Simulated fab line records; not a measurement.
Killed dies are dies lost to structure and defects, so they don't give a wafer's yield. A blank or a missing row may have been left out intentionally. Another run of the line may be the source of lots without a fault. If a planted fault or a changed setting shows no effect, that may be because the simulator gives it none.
Split-lot experiment / flow n5_finfet / 7 lots, 21 wafers read, on a route of 1938 steps

== THE SPLIT ==
At N5_SDB_ALD_29 (deposits SiNx, target thk 30 nm, pulse time 1 s, ald cycles 600), the setting ald_cycles was moved away from the recipe's 600 on 10 of the 21 wafers read, by -14.2% to +15.7%. This setting was run at the recipe's value on the other wafers.

Reading taken at the split's own step.

== THE READING ==
SiNx_of_SDB_ALD_29.thk_nm (the simulator's own value, which no gauge read), in nm, at N5_SDB_ALD_29 (deposits SiNx, target thk 30 nm, pulse time 1 s, ald cycles 600). The file gives no usual value for it. Average 30.0 nm, standard deviation 0.17 nm, over the 11 wafers here run with the recipe.

wafer=L078.3; tool, chamber at the split=ald_sin-02, 2,1; ald_cycles as run=600; against the recipe=recipe; SiNx_of_SDB_ALD_29.thk_nm, nm=30.2; against lot-mates on the recipe=-
wafer=L078.6; tool, chamber at the split=ald_sin-02, 2,1; ald_cycles as run=600; against the recipe=recipe; SiNx_of_SDB_ALD_29.thk_nm, nm=30.2; against lot-mates on the recipe=-
wafer=L078.4; tool, chamber at the split=ald_sin-02, 1; ald_cycles as run=515; against the recipe=-14.2%; SiNx_of_SDB_ALD_29.thk_nm, nm=25.8; against lot-mates on the recipe=-4.4
wafer=L084.1; tool, chamber at the split=ald_sin-02, 1; ald_cycles as run=600; against the recipe=recipe; SiNx_of_SDB_ALD_29.thk_nm, nm=30; against lot-mates on the recipe=-
wafer=L084.3; tool, chamber at the split=ald_sin-02, 2; ald_cycles as run=600; against the recipe=recipe; SiNx_of_SDB_ALD_29.thk_nm, nm=30.2; against lot-mates on the recipe=-
wafer=L084.5; tool, chamber at the split=ald_sin-02, 2; ald_cycles as run=522; against the recipe=-13.0%; SiNx_of_SDB_ALD_29.thk_nm, nm=26.4; against lot-mates on the recipe=-3.7
wafer=L085.2; tool, chamber at the split=ald_sin-04, 1; ald_cycles as run=694; against the recipe=+15.7%; SiNx_of_SDB_ALD_29.thk_nm, nm=34.6; against lot-mates on the recipe=+4.8
wafer=L085.3; tool, chamber at the split=ald_sin-04, 0; ald_cycles as run=600; against the recipe=recipe; SiNx_of_SDB_ALD_29.thk_nm, nm=29.8; against lot-mates on the recipe=-
wafer=L085.5; tool, chamber at the split=ald_sin-04, 3; ald_cycles as run=694; against the recipe=+15.7%; SiNx_of_SDB_ALD_29.thk_nm, nm=34.8; against lot-mates on the recipe=+5.0
wafer=L087.1; tool, chamber at the split=ald_sin-04, 0; ald_cycles as run=600; against the recipe=recipe; SiNx_of_SDB_ALD_29.thk_nm, nm=29.8; against lot-mates on the recipe=-
wafer=L087.6; tool, chamber at the split=ald_sin-04, 0; ald_cycles as run=600; against the recipe=recipe; SiNx_of_SDB_ALD_29.thk_nm, nm=29.8; against lot-mates on the recipe=-
wafer=L087.2; tool, chamber at the split=ald_sin-04, 3; ald_cycles as run=600; against the recipe=recipe; SiNx_of_SDB_ALD_29.thk_nm, nm=30; against lot-mates on the recipe=-
wafer=L091.1; tool, chamber at the split=ald_sin-04, 3; ald_cycles as run=551; against the recipe=-8.2%; SiNx_of_SDB_ALD_29.thk_nm, nm=27.6; against lot-mates on the recipe=no lot-mate on the recipe
wafer=L091.5; tool, chamber at the split=ald_sin-04, 3; ald_cycles as run=551; against the recipe=-8.2%; SiNx_of_SDB_ALD_29.thk_nm, nm=27.6; against lot-mates on the recipe=no lot-mate on the recipe
wafer=L091.3; tool, chamber at the split=ald_sin-04, 0; ald_cycles as run=551; against the recipe=-8.2%; SiNx_of_SDB_ALD_29.thk_nm, nm=27.4; against lot-mates on the recipe=no lot-mate on the recipe
wafer=L096.1; tool, chamber at the split=ald_sin-01, 3; ald_cycles as run=685; against the recipe=+14.2%; SiNx_of_SDB_ALD_29.thk_nm, nm=34.4; against lot-mates on the recipe=+4.2
wafer=L096.4; tool, chamber at the split=ald_sin-01, 0; ald_cycles as run=685; against the recipe=+14.2%; SiNx_of_SDB_ALD_29.thk_nm, nm=34.8; against lot-mates on the recipe=+4.6
wafer=L096.5; tool, chamber at the split=ald_sin-01, 1; ald_cycles as run=600; against the recipe=recipe; SiNx_of_SDB_ALD_29.thk_nm, nm=30.2; against lot-mates on the recipe=-
wafer=L097.1; tool, chamber at the split=ald_sin-04, 2; ald_cycles as run=600; against the recipe=recipe; SiNx_of_SDB_ALD_29.thk_nm, nm=30.2; against lot-mates on the recipe=-
wafer=L097.2; tool, chamber at the split=ald_sin-04, 3; ald_cycles as run=600; against the recipe=recipe; SiNx_of_SDB_ALD_29.thk_nm, nm=30; against lot-mates on the recipe=-
wafer=L097.4; tool, chamber at the split=ald_sin-04, 1; ald_cycles as run=689; against the recipe=+14.8%; SiNx_of_SDB_ALD_29.thk_nm, nm=34.4; against lot-mates on the recipe=+4.3
If several chambers appear in one row, that row covers several wafers at once and the file leaves open which wafer was in which chamber.

THE FIT
A straight line over all 21 wafers: SiNx_of_SDB_ALD_29.thk_nm changes by +0.302 nm for each +1% of ald_cycles; r = +1.00; the points scatter about the line by 0.19 nm.
The same after taking each lot's own level away (the mean of its wafers on the recipe; 18 wafers): +0.305 nm for each +1%; r = +1.00; scatter 0.14 nm.
The reading moves by 4.8 nm for the largest change in ald_cycles, on that fit.
Measured against the standard deviation above, the lots' own levels, which go from 29.80 to 30.20 nm, span 2.4 times it.
The two slopes agree, so the slope changes little with the lot-to-lot level.
Check: +4.79 nm against its lot-mates is what the line predicts for one of the wafers moved furthest among these (+15.7%) when that wafer is left out of the fit. Against them it came out at +4.8 nm.

== THE OTHER SPLITS THESE WAFERS WENT THROUGH ==
Note: prior to the reading, these wafers also went through further splits. Each is held against what the fit with the lots' levels taken away leaves over:
other split on the same wafers=N5_FIN_SAQP_PECVD_06 time_s; wafers away from the commonest value=5; r with SiNx_of_SDB_ALD_29.thk_nm (lot level and that fit taken away)=-0.02
other split on the same wafers=N5_SPACER0_ALD_00 ald_cycles; wafers away from the commonest value=9; r with SiNx_of_SDB_ALD_29.thk_nm (lot level and that fit taken away)=-0.28
other split on the same wafers=N5_SD_EPI_N_EPI_21 temp_c; wafers away from the commonest value=7; r with SiNx_of_SDB_ALD_29.thk_nm (lot level and that fit taken away)=+0.05

== THE FILE'S OWN FIT ==
SiNx_of_SDB_ALD_29.thk_nm changes by +0.302 nm for each +1% of ald_cycles, r = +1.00.
